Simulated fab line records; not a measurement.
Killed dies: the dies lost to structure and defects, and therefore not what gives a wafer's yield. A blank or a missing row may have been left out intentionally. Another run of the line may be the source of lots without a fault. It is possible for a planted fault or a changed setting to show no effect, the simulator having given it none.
fab line records    flow n5_finfet
[record] lots = 6  wafers = 17  last_day = 17
route steps=1938 shown BEOL_M1@756 BEOL_M4@1111 PASSIVATION@1936
lots untouched by any fault: they come from a run of this same line in which no faults occurred
start_h: start of the lot's first displayed wafer, in hours after the record's first day    wait_h: time in hours since the lot's previous step    " unchanged from the row above    L1.1+2: one row covering several wafers at once    - no value present, or no start provided    * or withheld: withheld    < > ~ a bound
route shown NAME@n: NAME is a module with steps in the file, n the number in the route of the first one    usual: mean/standard deviation taken from wafers without a fault    same: alike in all rows    chamber/n: place in a boat    sites: each site's reading    _std_site: their standard deviation    _edge_site: outer sites' mean less inner sites'    radius_mm: for every site, how far away it sits from the centre of the wafer    mask NAME#n: copy n    behind: tool/chamber where the wafer was last shaped    hold: reason for holding the lot/hours on hold/outcome of the hold    device: names the non-switching transistor (n, p or np)    end of line: the tests these same wafers got at the end of their route    a step without rows: its recipe alone    killed: not the wafer's yield, but the dies lost to structure and defects at the first sort    map: the dies of a wafer, with x for killed, . for not killed, _ for no die there
set.NAME: setting as actually run; set.NAME@STEP: the setting as run at that earlier step    model.NAME: the simulator's own value behind a step, which no gauge read
certain route steps with their lots: each step a table, each wafer a row
services: the hour from which a tool's chamber was out of use, counted from the record's first day as start_h (under 0 if before that day), plus the number of hours and why
[[steps]]
[step N5_BEOL_M1_COAT_62]
[recipe] resist = SiARC  temp_c = 220  time_s = 60  spin_rpm = 1500  resist_thk_nm = 12
[step N5_BEOL_M1_COAT_73]
[recipe] resist = underlayer  temp_c = 205  time_s = 60  spin_rpm = 1500  resist_thk_nm = 5
[step N5_BEOL_M1_COAT_05]
[recipe] resist = CAR-EUV  spin_rpm = 1500  resist_thk_nm = 30
[step N5_BEOL_M1_EBR_07]
[recipe] solvent = PGMEA  ebr_width_mm = 1.5
[step N5_BEOL_M1_SOFTBAKE_06]
[recipe] temp_c = 110  time_s = 60  resist = CAR-EUV
[step N5_BEOL_M1_EXPOSE_08]
[recipe] mask_id = M1  na = 0.33  source_shape = dipole  sigma_inner = 0.369  sigma_outer = 0.767  polarization = unpolarized  dose_mj = 33
[step N5_BEOL_M1_PEB_09]
[recipe] peb_temp_c = 100  peb_time_s = 60  resist = CAR-EUV
[step N5_BEOL_M1_DEVELOP_10]
[recipe] develop_time_s = 30  developer = TMAH  resist = CAR-EUV  rinse_liquid = surfactant_rinse  dry = air_spin  dev_temp_c = 23
[step N5_BEOL_M1_CD_MEAS_11]
[recipe] target_cd_nm = 17.05  landing_energy_ev = 500  detector = se_inlens  polarity = opening
[usual] cd_nm = 16.99/0.23
lot.wafer  tool       chamber  start_h  wait_h  cd_nm
L740.1     cd_sem-03  0        127.58   -       17.13
L740.4     "          0        "        "       16.89
L740.6     "          0        "        "       17.08
L746.4     cd_sem-03  0        159.03   -       17.24
L746.5     "          0        "        "       17.21
L751.4     cd_sem-01  0        184.01   -       16.74
L751.5     "          0        "        "       16.19
L751.6     "          0        "        "       17.06
L753.1     cd_sem-01  0        203.05   -       17.04
L753.2     "          0        "        "       16.77
L753.6     "          0        "        "       17.13
L761.2     cd_sem-03  0        246.61   -       17.16
L761.4     "          0        "        "       17.22
L761.5     "          0        "        "       17.32
L762.1     cd_sem-01  0        250.86   -       17.37
L762.3     "          0        "        "       17.07
L762.4     "          0        "        "       16.71
[step N5_BEOL_M1_OVL_MEAS_12]
[recipe] points_per_wafer = 522
[usual] M1_OVL = 0.0/0.77
[same] points_per_wafer = 522
lot.wafer  tool        chamber  start_h  wait_h  M1_OVL[nm]
L740.1     overlay-01  0        127.63   0.0     -0.4
L740.4     "           0        "        "       0.5
L740.6     "           0        "        "       -0.1
L746.4     overlay-01  0        159.08   0.0     1.0
L746.5     "           0        "        "       0.5
L751.4     overlay-01  0        184.05   0.0     0.7
L751.5     "           0        "        "       0.9
L751.6     "           0        "        "       1.4
L753.1     overlay-02  0        203.08   0.0     0.1
L753.2     "           0        "        "       -0.5
L753.6     "           0        "        "       0.8
L761.2     overlay-01  0        246.64   0.0     0.7
L761.4     "           0        "        "       0.4
L761.5     "           0        "        "       0.8
L762.1     overlay-02  0        250.90   0.0     -0.9
L762.3     "           0        "        "       -1.2
L762.4     "           0        "        "       -0.3
[step N5_BEOL_M1_INSPECT_13]
[recipe] mode = adi  inspect_instrument = brightfield
[usual] raw_defect_count = 402/88
lot.wafer  tool               chamber  start_h  wait_h  raw_defect_count
L740.1     defect_inspect-01  -        127.69   0.1     417
L740.4     "                  -        "        "       398
L740.6     "                  -        "        "       384
L746.4     defect_inspect-01  -        159.12   0.0     241
L746.5     "                  -        "        "       338
L751.4     defect_inspect-02  -        184.09   0.0     305
L751.5     "                  -        "        "       342
L751.6     "                  -        "        "       563
L753.1     defect_inspect-02  -        203.14   0.1     419
L753.2     "                  -        "        "       363
L753.6     "                  -        "        "       367
L761.2     defect_inspect-02  -        246.69   0.0     430
L761.4     "                  -        "        "       391
L761.5     "                  -        "        "       549
L762.1     defect_inspect-02  -        250.96   0.1     345
L762.3     "                  -        "        "       297
L762.4     "                  -        "        "       440
[step N5_BEOL_M1_DESCUM_16]
[recipe] chemistry = O2  time_s = 7  source_power_w = 50  bias_power_w = 20  pressure_mtorr = 20  rf_frequency_hz = 2.712e+07  temp_c = 40  resist = CAR-EUV  o2_flow_sccm = 225
[usual] drypump_motor_current_A = 5.8/0.43  oes_product_au = 0.80/0.066  rf_fwd_power_W = 49.39/0.21  rf_vpp_V = 243.4/1.4  showerhead_plenum_p_Torr = 2.10/0.066  throttle_valve_pct = 20.42/0.2
lot.wafer  tool         chamber  start_h  wait_h  drypump_motor_current_A  oes_product_au  rf_fwd_power_W  rf_hours_counter_h  rf_vpp_V  showerhead_plenum_p_Torr  throttle_valve_pct
L740.1     rie_diel-05  3        127.72   0.0     6.2                      0.73            49.66           205                 245.5     2.15                      20.31
L740.4     "            2        "        "       5.3                      0.82            49.41           -                   244.5     2.12                      20.61
L740.6     "            2        "        "       5.3                      0.82            49.10           -                   244.6     2.12                      20.62
L746.4     rie_diel-05  3        159.29   0.2     6.2                      0.72            49.50           217                 244.6     2.14                      20.34
L746.5     "            2        "        "       5.3                      0.79            49.41           -                   244.5     2.11                      20.63
L751.4     rie_diel-05  0        184.28   0.2     5.9                      0.95            49.42           10                  243.7     2.16                      20.44
L751.5     "            0        "        "       5.9                      0.95            49.54           -                   243.3     2.16                      20.46
L751.6     "            3        "        "       6.3                      0.72            49.65           -                   244.3     2.14                      20.33
L753.1     rie_diel-01  2        203.17   0.0     5.1                      0.80            49.58           111                 242.5     2.04                      20.61
L753.2     "            1        "        "       6.3                      0.83            49.47           68                  241.9     2.02                      20.06
L753.6     "            1        "        "       6.3                      0.83            49.28           -                   242.0     2.02                      20.07
L761.2     rie_diel-05  3        247.06   0.4     6.2                      0.71            49.46           243                 243.2     2.13                      20.36
L761.4     "            2        "        "       5.3                      0.77            49.23           128                 244.4     2.10                      20.66
L761.5     "            3        "        "       6.2                      0.71            49.48           -                   245.7     2.13                      20.37
L762.1     rie_diel-01  2        251.00   0.0     5.1                      0.78            49.32           130                 242.1     2.03                      20.63
L762.3     "            3        "        "       6.0                      0.76            49.21           176                 243.3     2.09                      20.34
L762.4     "            3        "        "       6.0                      0.76            49.27           -                   243.8     2.09                      20.31
[step N5_BEOL_M1_ETCH_74]
[recipe] chemistry = N2/H2  target = underlayer  target_depth_a = 65  mask_material = CAR-EUV  time_s = 5.2  ion_energy_ev = 200  pressure_mtorr = 30  source_w = 840  bias_w = 150  n2_flow_sccm = 200  h2_flow_sccm = 200  ends = cleared
[usual] drypump_motor_current_A = 5.8/0.43  etch_rf_on_time_s = 5.19/0.12  oes_product_au = 0.68/0.052  rf_fwd_power_W = 819.8/2.7  rf_vpp_V = 524.3/2.6  showerhead_plenum_p_Torr = 2.55/0.085  throttle_valve_pct = 17.84/0.2
lot.wafer  tool         chamber  start_h  wait_h  drypump_motor_current_A  etch_rf_on_time_s  oes_product_au  rf_fwd_power_W  rf_hours_counter_h  rf_vpp_V  showerhead_plenum_p_Torr  throttle_valve_pct
L740.1     rie_diel-05  3        127.78   0.0     6.2                      5.12               0.63            816.0           205                 527.2     2.62                      17.92
L740.4     "            2        "        "       5.3                      5.18               0.69            818.7           -                   526.2     2.59                      18.08
L740.6     "            2        "        "       5.3                      5.18               0.69            817.2           -                   526.7     2.59                      18.10
L746.4     rie_diel-05  3        159.32   0.0     6.2                      3.24               0.83            821.0           217                 525.4     2.62                      17.96
L746.5     "            2        "        "       5.3                      5.19               0.68            818.7           -                   525.6     2.58                      18.11
L751.4     rie_diel-05  0        184.31   0.0     5.9                      3.47               1.03            819.2           10                  522.3     2.61                      17.89
L751.5     "            0        "        "       5.9                      5.44               0.78            816.6           -                   525.1     2.61                      17.84
L751.6     "            3        "        "       6.2                      5.06               0.62            819.2           -                   524.3     2.62                      17.94
L753.1     rie_diel-01  2        203.21   0.0     5.1                      5.22               0.69            823.4           111                 520.0     2.45                      17.90
L753.2     "            1        "        "       6.3                      5.29               0.69            819.4           68                  522.8     2.48                      17.67
L753.6     "            1        "        "       6.3                      5.31               0.69            818.5           -                   521.5     2.48                      17.68
L761.2     rie_diel-05  3        247.10   0.0     6.2                      5.14               0.61            820.2           243                 527.5     2.61                      17.98
L761.4     "            2        "        "       5.3                      5.20               0.65            819.4           128                 523.7     2.57                      18.15
L761.5     "            3        "        "       6.2                      5.11               0.60            820.7           -                   527.0     2.61                      17.99
L762.1     rie_diel-01  2        251.04   0.0     5.2                      5.22               0.66            817.4           130                 519.6     2.44                      17.92
L762.3     "            3        "        "       6.0                      5.30               0.64            820.9           176                 523.7     2.53                      17.66
L762.4     "            3        "        "       6.0                      5.32               0.63            818.4           -                   525.3     2.53                      17.65
[step N5_BEOL_M1_ETCH_63]
[recipe] chemistry = CF4  target = SiARC  target_depth_a = 156  mask_material = CAR-EUV  time_s = 26  ion_energy_ev = 80  pressure_mtorr = 40  source_w = 545  bias_w = 36  Ar_flow_sccm = 100  cf4_flow_sccm = 100  ends = cleared
[usual] cf4_flow_sccm = 100.04/0.3  drypump_motor_current_A = 5.8/0.43  etch_rf_on_time_s = 25.9/0.62  oes_product_au = 0.68/0.053  rf_fwd_power_W = 531.6/2.1  rf_vpp_V = 184.1/1.2  showerhead_plenum_p_Torr = 2.15/0.064  throttle_valve_pct = 15.61/0.16
lot.wafer  tool         chamber  start_h  wait_h  cf4_flow_sccm  drypump_motor_current_A  etch_rf_on_time_s  oes_product_au  rf_fwd_power_W  rf_hours_counter_h  rf_vpp_V  showerhead_plenum_p_Torr  throttle_valve_pct
L740.1     rie_diel-05  3        127.80   0.0     99.67          6.2                      25.6               0.63            532.6           205                 184.5     2.21                      15.69
L740.4     "            2        "        "       100.21         5.3                      26.2               0.69            529.6           -                   183.8     2.16                      15.71
L740.6     "            2        "        "       99.97          5.3                      26.1               0.69            532.5           -                   183.4     2.16                      15.70
L746.4     rie_diel-05  3        159.34   0.0     99.89          6.2                      25.6               0.62            532.9           217                 186.1     2.20                      15.70
L746.5     "            2        "        "       99.97          5.3                      26.0               0.68            528.7           -                   185.1     2.15                      15.75
L751.4     rie_diel-05  0        184.33   0.0     99.86          5.9                      27.1               0.80            529.3           10                  185.4     2.19                      15.45
L751.5     "            0        "        "       99.55          5.9                      27.4               0.78            529.7           -                   185.1     2.19                      15.45
L751.6     "            3        "        "       100.36         6.2                      25.5               0.62            531.0           -                   185.1     2.20                      15.74
L753.1     rie_diel-01  2        203.22   0.0     100.43         5.1                      26.5               0.67            531.7           111                 181.9     2.08                      15.69
L753.2     "            1        "        "       100.26         6.3                      26.3               0.70            532.2           68                  182.9     2.10                      15.34
L753.6     "            1        "        "       99.77          6.3                      26.8               0.69            534.8           -                   183.6     2.10                      15.35
L761.2     rie_diel-05  3        247.11   0.0     100.03         6.2                      25.3               0.61            532.1           243                 185.8     2.19                      15.76
L761.4     "            2        "        "       100.44         5.3                      25.7               0.66            528.4           128                 184.5     2.14                      15.79
L761.5     "            3        "        "       99.64          6.2                      25.3               0.61            531.2           -                   184.9     2.20                      15.76
L762.1     rie_diel-01  2        251.05   0.0     99.55          5.1                      25.8               0.67            528.5           130                 182.1     2.08                      15.74
L762.3     "            3        "        "       100.48         6.0                      26.5               0.63            531.8           176                 184.4     2.14                      15.62
L762.4     "            3        "        "       100.60         6.0                      26.4               0.64            533.2           -                   183.5     2.14                      15.60
[step N5_BEOL_M4_RC_MEAS_101]
[usual] DIBL_N = 36.5/1.7  DIBL_P = 36.3/2.1  IOFF_N = 0.16/0.036  IOFF_P = 0.21/0.037  ION_N = 676/12  ION_P = 462/7.6  SS_N = 71.5/0.68  SS_P = 73.3/0.63  VT_N = 249/3.5  VT_P = -250/3.5
lot.wafer  tool       chamber  start_h  wait_h  DIBL_N[mV/V]  DIBL_P[mV/V]  IOFF_N[nA/um]  IOFF_P[nA/um]  ION_N[uA/um]  ION_P[uA/um]  SS_N[mV/dec]  SS_P[mV/dec]  VT_N[mV]  VT_P[mV]
L740.1     prober-01  0        175.95   0.0     37.0          36.9          0.18           0.22           677           463           72.0          73.3          248       -251
L740.4     "          0        "        "       34.0          33.7          0.13           0.18           669           462           71.3          73.2          251       -251
L740.6     "          0        "        "       37.7          37.8          0.21           0.24           690           468           72.4          73.8          246       -250
L746.4     prober-02  0        206.45   0.5     34.4          32.0          0.11           0.16           659           457           70.5          71.9          255       -252
L746.5     "          0        "        "       36.6          34.1          0.13           0.19           665           454           71.0          72.5          253       -253
L751.4     prober-01  0        247.36   0.5     36.9          34.8          0.14           0.15           667           449           71.6          73.0          248       -258
L751.5     "          0        "        "       37.1          34.9          0.15           0.16           679           454           71.8          73.7          250       -257
L751.6     "          0        "        "       37.9          37.0          0.17           0.18           687           465           71.7          73.3          250       -257
L753.1     prober-02  0        254.55   0.0     33.8          32.1          0.12           0.19           656           465           71.3          72.7          252       -247
L753.2     "          0        "        "       36.8          35.5          0.16           0.24           676           466           71.8          73.0          248       -247
L753.6     "          0        "        "       36.5          35.6          0.16           0.24           670           467           71.1          72.9          248       -247
L761.2     prober-01  0        293.56   0.2     38.9          37.2          0.18           0.22           684           462           72.2          73.6          248       -248
L761.4     "          0        "        "       38.2          37.5          0.17           0.22           685           462           71.6          73.3          247       -250
L761.5     "          0        "        "       38.9          38.1          0.18           0.22           685           469           72.0          73.5          248       -248
L762.1     prober-02  0        310.71   0.0     36.5          37.3          0.16           0.23           685           476           71.7          73.9          247       -249
L762.3     "          0        "        "       34.3          33.8          0.12           0.19           667           466           70.7          73.0          253       -250
L762.4     "          0        "        "       37.0          35.8          0.15           0.21           676           469           71.6          72.9          250       -248
[step N5_PASSIVATION_PROBE_49]
[usual] defect_limited_yield = 91.4/1.5  killed_at_M0_to_M3 = 34/12  killed_at_M4_up = 12/4.9  killed_at_contacts = 13/7.2  killed_at_front_end = 39/12  killed_at_other = 3.7/2.9  killed_dies = 101/18  killed_open = 67/14  killed_short = 33/7.2  sort_bin_5_function = 5.1/0.97  sort_bin_6_memory = 3.2/0.67  sort_n_pass = 1079/17  sort_yield_pct = 91.4/1.5
[same] gross_dies = 1180  killed_at_back_side = 0  sort_bin_4_leakage[%] = 0  sort_bin_8_speed[%] = 0
lot.wafer  tool       chamber  start_h  wait_h  defect_limited_yield[%]  killed_at_M0_to_M3  killed_at_M4_up  killed_at_contacts  killed_at_front_end  killed_at_other  killed_dies  killed_open  killed_short  sort_bin_5_function[%]  sort_bin_6_memory[%]  sort_n_pass  sort_yield_pct[%]
L740.1     prober-01  -        282.27   0.0     92.0                     40                  8                17                  27                   2                94           67           25            4.8                     2.8                   1086         92.0
L740.4     prober-01  -        282.42   0.2     90.9                     43                  6                14                  41                   3                107          70           36            5.5                     3.0                   1073         90.9
L740.6     prober-01  -        282.52   0.3     91.9                     58                  5                9                   21                   2                95           65           28            5.3                     2.4                   1085         91.9
L746.4     prober-01  -        309.22   0.2     91.4                     25                  17               11                  47                   2                102          67           35            5.1                     3.4                   1078         91.4
L746.5     prober-01  -        309.27   0.2     90.2                     28                  17               15                  55                   1                116          71           45            5.9                     3.5                   1064         90.2
L751.4     prober-02  -        356.76   0.2     91.7                     31                  12               17                  34                   4                98           63           33            4.2                     3.6                   1082         91.7
L751.5     prober-02  -        356.81   0.2     93.7                     15                  16               18                  24                   1                74           55           18            3.8                     2.2                   1106         93.7
L751.6     prober-02  -        356.86   0.3     92.5                     33                  14               16                  24                   2                89           62           26            4.7                     2.5                   1091         92.5
L753.1     prober-01  -        364.29   0.0     94.2                     20                  11               12                  22                   3                68           52           16            3.8                     1.9                   1112         94.2
L753.2     prober-01  -        364.34   0.1     91.9                     18                  11               20                  46                   1                96           58           35            4.7                     3.0                   1084         91.9
L753.6     prober-01  -        364.54   0.3     93.2                     23                  8                8                   39                   2                80           50           27            3.6                     3.1                   1100         93.2
L761.2     prober-01  -        398.19   0.2     90.3                     32                  16               14                  52                   0                114          79           32            5.3                     3.8                   1066         90.3
L761.4     prober-01  -        398.29   0.3     91.9                     32                  10               12                  42                   0                96           68           27            4.9                     3.0                   1084         91.9
L761.5     prober-01  -        398.34   0.3     89.2                     35                  13               19                  58                   2                127          86           39            6.2                     4.3                   1053         89.2
L762.1     prober-01  -        410.95   0.0     92.5                     32                  1                14                  37                   4                88           55           32            4.4                     3.0                   1092         92.5
L762.3     prober-01  -        411.05   0.1     91.0                     41                  7                20                  35                   3                106          71           32            5.3                     3.1                   1074         91.0
L762.4     prober-01  -        411.10   0.2     92.0                     28                  7                21                  32                   6                94           62           32            4.4                     3.3                   1086         92.0
// killed by level:class
L740.1 BEOL_M2:geometric_particle:open=16 MOL_CONTACT_COAG:geometric_particle:open=13 BEOL_M3:geometric_particle:open=6 STI_FIN_REVEAL:geometric_particle:open=5 MOL_CONTACT_COAG:geometric_particle:short=4 BEOL_M0:geometric_particle:open=4 STARTING-WAFER:geometric_particle:short=4 STARTING-WAFER:geometric_particle:open=4
L740.4 BEOL_M2:geometric_particle:open=16 BEOL_M3:geometric_particle:open=12 MOL_CONTACT_COAG:geometric_particle:open=11 FIN_SAQP:geometric_particle:short=10 FIN_SAQP:geometric_particle:open=9 STI_FIN_REVEAL:geometric_particle:open=4 BEOL_M2:geometric_particle:short=4 DUMMY_GATE:geometric_particle:open=3
L740.6 BEOL_M1:geometric_particle:open=11 BEOL_M2:geometric_particle:open=11 BEOL_M3:geometric_particle:open=8 BEOL_M0_SAQP:geometric_particle:open=7 BEOL_M0_SAQP:geometric_particle:short=7 MOL_CONTACT_COAG:geometric_particle:open=6 BEOL_M2:geometric_particle:short=5 STI_FIN_REVEAL:geometric_particle:open=4
L746.4 GATE_CUT:geometric_particle:short=12 MOL_CONTACT_COAG:geometric_particle:open=10 BEOL_M3:geometric_particle:open=9 STI_FIN_REVEAL:geometric_particle:open=7 FIN_SAQP:geometric_particle:open=6 BEOL_M6:geometric_particle:open=6 FIN_SAQP:geometric_particle:short=5 BEOL_M2:geometric_particle:open=5
L746.5 STI_FIN_REVEAL:geometric_particle:open=14 BEOL_M4:geometric_particle:open=11 GATE_CUT:geometric_particle:short=10 BEOL_M0_SAQP:geometric_particle:short=10 MOL_CONTACT_COAG:geometric_particle:open=8 MOL_CONTACT_COAG:geometric_particle:short=7 DUMMY_GATE:geometric_particle:open=6 BEOL_M2:geometric_particle:open=6
L751.4 MOL_CONTACT_COAG:geometric_particle:open=17 FIN_SAQP:geometric_particle:open=8 BEOL_M0_SAQP:geometric_particle:open=8 BEOL_M0_SAQP:geometric_particle:short=6 BEOL_M1:geometric_particle:open=6 FIN_SAQP:geometric_particle:short=5 BEOL_M4:geometric_particle:open=4 STI_FIN_REVEAL:geometric_particle:open=4
L751.5 MOL_CONTACT_COAG:geometric_particle:open=13 STI_FIN_REVEAL:geometric_particle:open=11 MOL_CONTACT_COAG:geometric_particle:short=5 BEOL_M4:geometric_particle:open=5 BEOL_M5:geometric_particle:open=5 BEOL_M0_SAQP:geometric_particle:open=4 FIN_SAQP:geometric_particle:open=3 GATE_CUT:geometric_particle:short=3
L751.6 MOL_CONTACT_COAG:geometric_particle:open=14 BEOL_M1:geometric_particle:open=6 BEOL_M0_SAQP:geometric_particle:short=5 BEOL_M3:geometric_particle:open=5 FIN_SAQP:geometric_particle:open=4 STI_FIN_REVEAL:geometric_particle:open=4 DUMMY_GATE:geometric_particle:open=4 BEOL_M0_SAQP:geometric_particle:open=4
L753.1 MOL_CONTACT_COAG:geometric_particle:open=9 GATE_CUT:geometric_particle:open=6 BEOL_M2:geometric_particle:open=6 DUMMY_GATE:geometric_particle:open=4 BEOL_M2:geometric_particle:short=4 BEOL_M3:geometric_particle:open=4 BEOL_M5:geometric_particle:open=4 STARTING-WAFER:geometric_particle:open=4
L753.2 FIN_SAQP:geometric_particle:open=14 MOL_CONTACT_COAG:geometric_particle:open=14 GATE_CUT:geometric_particle:short=7 MOL_CONTACT_COAG:geometric_particle:short=6 BEOL_M3:geometric_particle:open=5 BEOL_M4:geometric_particle:open=5 BEOL_M4:geometric_particle:short=4 STI_FIN_REVEAL:geometric_particle:open=3
L753.6 STI_FIN_REVEAL:geometric_particle:open=12 MOL_CONTACT_COAG:geometric_particle:open=7 BEOL_M2:geometric_particle:open=7 FIN_SAQP:geometric_particle:short=6 DUMMY_GATE:geometric_particle:open=6 BEOL_M3:geometric_particle:open=5 BEOL_M4:geometric_particle:open=4 BEOL_M0_SAQP:geometric_particle:short=3
L761.2 FIN_SAQP:geometric_particle:open=16 FIN_SAQP:geometric_particle:short=14 MOL_CONTACT_COAG:geometric_particle:open=13 BEOL_M1:geometric_particle:open=9 BEOL_M4:geometric_particle:open=7 DUMMY_GATE:geometric_particle:open=6 BEOL_M0_SAQP:geometric_particle:open=6 STI_FIN_REVEAL:geometric_particle:open=5
L761.4 FIN_SAQP:geometric_particle:open=17 FIN_SAQP:geometric_particle:short=11 BEOL_M1:geometric_particle:open=10 MOL_CONTACT_COAG:geometric_particle:open=9 BEOL_M0_SAQP:geometric_particle:open=6 ILD0:geometric_particle:open=4 BEOL_M0_SAQP:geometric_particle:short=4 BEOL_M2:geometric_particle:open=4
L761.5 FIN_SAQP:geometric_particle:open=14 MOL_CONTACT_COAG:geometric_particle:open=14 FIN_SAQP:geometric_particle:short=12 BEOL_M0_SAQP:geometric_particle:open=9 BEOL_M2:geometric_particle:open=7 BEOL_M1:geometric_particle:open=6 STI_FIN_REVEAL:geometric_particle:open=5 MOL_CONTACT_COAG:geometric_particle:short=5
L762.1 FIN_SAQP:geometric_particle:open=13 MOL_CONTACT_COAG:geometric_particle:open=11 BEOL_M0_SAQP:geometric_particle:short=8 BEOL_M0_SAQP:geometric_particle:open=8 FIN_SAQP:geometric_particle:short=7 STI_FIN_REVEAL:geometric_particle:open=7 BEOL_M1:geometric_particle:short=5 BEOL_M3:geometric_particle:open=5
L762.3 MOL_CONTACT_COAG:geometric_particle:open=17 STI_FIN_REVEAL:geometric_particle:open=14 BEOL_M1:geometric_particle:open=8 BEOL_M0_SAQP:geometric_particle:short=7 BEOL_M2:geometric_particle:open=7 BEOL_M0_SAQP:geometric_particle:open=6 BEOL_M3:geometric_particle:open=5 STI_FIN_REVEAL:geometric_particle:short=4
L762.4 MOL_CONTACT_COAG:geometric_particle:open=16 BEOL_M3:geometric_particle:open=7 FIN_SAQP:geometric_particle:short=6 STI_FIN_REVEAL:geometric_particle:open=6 FIN_SAQP:geometric_particle:open=5 DUMMY_GATE:geometric_particle:open=5 MOL_CONTACT_COAG:geometric_particle:short=5 BEOL_M1:geometric_particle:open=5
[[services]]
tool         chamber  start_h  hours  kind
rie_diel-01  3        111.79   13.2   repair
rie_diel-05  0        123.19   -      clean
rie_diel-05  0        123.19   -      consumable_replace:focus_ring
rie_diel-05  0        123.19   28.3   scheduled_down
rie_diel-05  0        123.19   28.3   vent_cycle
rie_diel-01  0        123.46   131.8  repair
rie_diel-05  1        126.84   5.4    repair
rie_diel-01  3        154.67   14.1   repair
rie_diel-05  2        205.97   1.6    repair
rie_diel-05  -        216.89   0.8    repair
[[key]]
[first_sign] step = N5_BEOL_M1_ETCH_74  reading = etch_rf_on_time_s  direction = down  sigmas = 16  usual = *  struck = *
[effect] step = N5_BEOL_M1_ETCH_74  reading = oes_product_au  direction = up  sigmas = 4.8  usual = 0.68  struck = 0.93
met_at N5_BEOL_M1_ETCH_74
struck_wafers L746.4,L751.4
onset_between 127.78 159.32
[fault] kind = process_parameter_drift  tool = rie_diel-05  chamber = -  onset_h = 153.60  steps = N5_BEOL_M1_ETCH_74  channel = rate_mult  offset = 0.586  shape = step  end_h = 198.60  scope = struck_wafers_only
